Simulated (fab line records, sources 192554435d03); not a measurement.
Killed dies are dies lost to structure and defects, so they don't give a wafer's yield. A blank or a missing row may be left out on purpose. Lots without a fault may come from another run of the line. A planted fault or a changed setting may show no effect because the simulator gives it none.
Which tool did it? | flow n5_finfet | 12 lots, 36 wafers sampled, at 3 steps of a route of 1938

WHAT THE GAUGES READ, wafer by wafer
N5_BEOL_M6_THK_MEAS_01. Usual: M6_ILD_THK 155.4 nm, standard deviation 2.
lot  | measured     | on            | M6_ILD_THK (nm)   | flag
L170 | day 8 16:18  | film_metro-02 | 153.6 156.1 154.7 |
L171 | day 8 23:28  | film_metro-02 | 155.5 155.5 156.4 |
L173 | day 9 08:47  | film_metro-01 | 150.6 151.7 152.4 |
L177 | day 10 05:48 | film_metro-02 | 150.8 153.2 155.3 |
L178 | day 10 14:02 | film_metro-02 | 155.2 158.3 156.6 |
L179 | day 10 23:17 | film_metro-01 | 155.8 154.7 155.9 |
L180 | day 11 03:18 | film_metro-02 | 154.6 155.0 158.2 |
L181 | day 11 10:38 | film_metro-02 | 153.0 155.2 157.1 |
L187 | day 12 18:50 | film_metro-01 | 155.7 156.9 158.1 |
L188 | day 13 05:02 | film_metro-01 | 152.9 154.6 155.3 |
L190 | day 13 09:50 | film_metro-01 | 153.7 157.4 157.6 |
L193 | day 14 10:14 | film_metro-01 | 156.3 156.2 157.1 |

WHICH TOOL RAN EACH LOT (tool, then ch and the chambers of the sampled wafers, then the start)
lot  | N5_BEOL_M5_SPUTTER_88        | N5_BEOL_M6_ILD_DEP_00
L170 | pvd_sputter-01, day 8 13:23  | pecvd-01 ch 0,1,2, day 8 15:43
L171 | pvd_sputter-03, day 8 20:41  | pecvd-02 ch 0,1,2, day 8 22:53
L173 | pvd_sputter-02, day 9 05:48  | pecvd-01 ch 1,2, day 9 08:01
L177 | pvd_sputter-03, day 10 02:59 | pecvd-01 ch 0,1,2, day 10 05:13
L178 | pvd_sputter-03, day 10 09:31 | pecvd-01 ch 0,2, day 10 12:01
L179 | pvd_sputter-02, day 10 20:10 | pecvd-02 ch 0,1,2, day 10 22:43
L180 | pvd_sputter-03, day 11 00:29 | pecvd-02 ch 1,2, day 11 02:41
L181 | pvd_sputter-02, day 11 07:34 | pecvd-01 ch 0,1, day 11 10:03
L187 | pvd_sputter-02, day 12 15:48 | pecvd-02 ch 1,2, day 12 18:07
L188 | pvd_sputter-03, day 13 01:46 | pecvd-02 ch 0,1,2, day 13 03:59
L190 | pvd_sputter-03, day 13 06:31 | pecvd-01 ch 1,2, day 13 08:46
L193 | pvd_sputter-02, day 14 06:56 | pecvd-02 ch 0,2, day 14 09:10
- N5_BEOL_M5_SPUTTER_88: material Cu, target thk 15 nm, time 27.62 s.
- N5_BEOL_M6_ILD_DEP_00: deposits SiCOH lowk from DEMS/porogen, target thk 179.75 nm, time 33.4 s.

WHAT THE TOOLS THEMSELVES READ (means of the sampled wafers that have a number; where no wafer has one, the mark that the record gives instead)
N5_BEOL_M5_SPUTTER_88. Usual: throttle_valve_pct 29.7 %, standard deviation 1.1.
lot  | tool           | throttle_valve_pct (%) | flag
L170 | pvd_sputter-01 | 30.2                   |
L171 | pvd_sputter-03 | 29.0                   |
L173 | pvd_sputter-02 | 30.4                   |
L177 | pvd_sputter-03 | 29.1                   |
L178 | pvd_sputter-03 | 29.8                   |
L179 | pvd_sputter-02 | 30.1                   |
L180 | pvd_sputter-03 | 29.1                   |
L181 | pvd_sputter-02 | 29.8                   |
L187 | pvd_sputter-02 | 30.8                   |
L188 | pvd_sputter-03 | 29.2                   |
L190 | pvd_sputter-03 | 29.4                   |
L193 | pvd_sputter-02 | 29.7                   |

N5_BEOL_M6_ILD_DEP_00. Usual: heater_power_outer_w 150 W, standard deviation 44; heater_power_w 324 W, standard deviation 63; showerhead_plenum_p_Torr 5.743 Torr, standard deviation 0.014; throttle_valve_pct 13.8 %, standard deviation 0.8.
lot  | tool     | heater_power_outer_w (W) | heater_power_w (W) | showerhead_plenum_p_Torr (Torr) | throttle_valve_pct (%) | flag
L170 | pecvd-01 | 127                      | 294                | 5.758                           | 13.6                   |
L171 | pecvd-02 | 151                      | 315                | 5.733                           | 14.7                   |
L173 | pecvd-01 | 138                      | 298                | 5.763                           | 13.7                   |
L177 | pecvd-01 | 115                      | 279                | 5.751                           | 13.6                   |
L178 | pecvd-01 | 128                      | 294                | 5.744                           | 13.5                   |
L179 | pecvd-02 | 151                      | 327                | 5.736                           | 14.0                   |
L180 | pecvd-02 | 207                      | 393                | 5.743                           | 13.9                   |
L181 | pecvd-01 | 130                      | 286                | 5.746                           | 13.6                   |
L187 | pecvd-02 | 210                      | 389                | 5.735                           | 13.3                   |
L188 | pecvd-02 | 162                      | 340                | 5.737                           | 13.9                   |
L190 | pecvd-01 | 145                      | 322                | 5.751                           | 13.6                   |
L193 | pecvd-02 | 185                      | 363                | 5.724                           | 13.2                   |

THE ANSWER, worked out from the rows above alone
Rule: a lot is off if the mean of its wafers that have a number lies more than 3 standard deviations from the usual mean. A lot without any number at a reading at which 4 lots or more have one is off too. The other lots that the step has rows for count as sound. The gauges are gone through in route order, then the tools' own readings, and for those a lot's mean is taken as printed above. The first step at which some lot is off is used, and at that step the reading that is off furthest; a lot without a number counts as furthest.
No lot is off at any reading shown: from this, nothing can be told.

WHAT THE SIMULATOR HAD PUT IN
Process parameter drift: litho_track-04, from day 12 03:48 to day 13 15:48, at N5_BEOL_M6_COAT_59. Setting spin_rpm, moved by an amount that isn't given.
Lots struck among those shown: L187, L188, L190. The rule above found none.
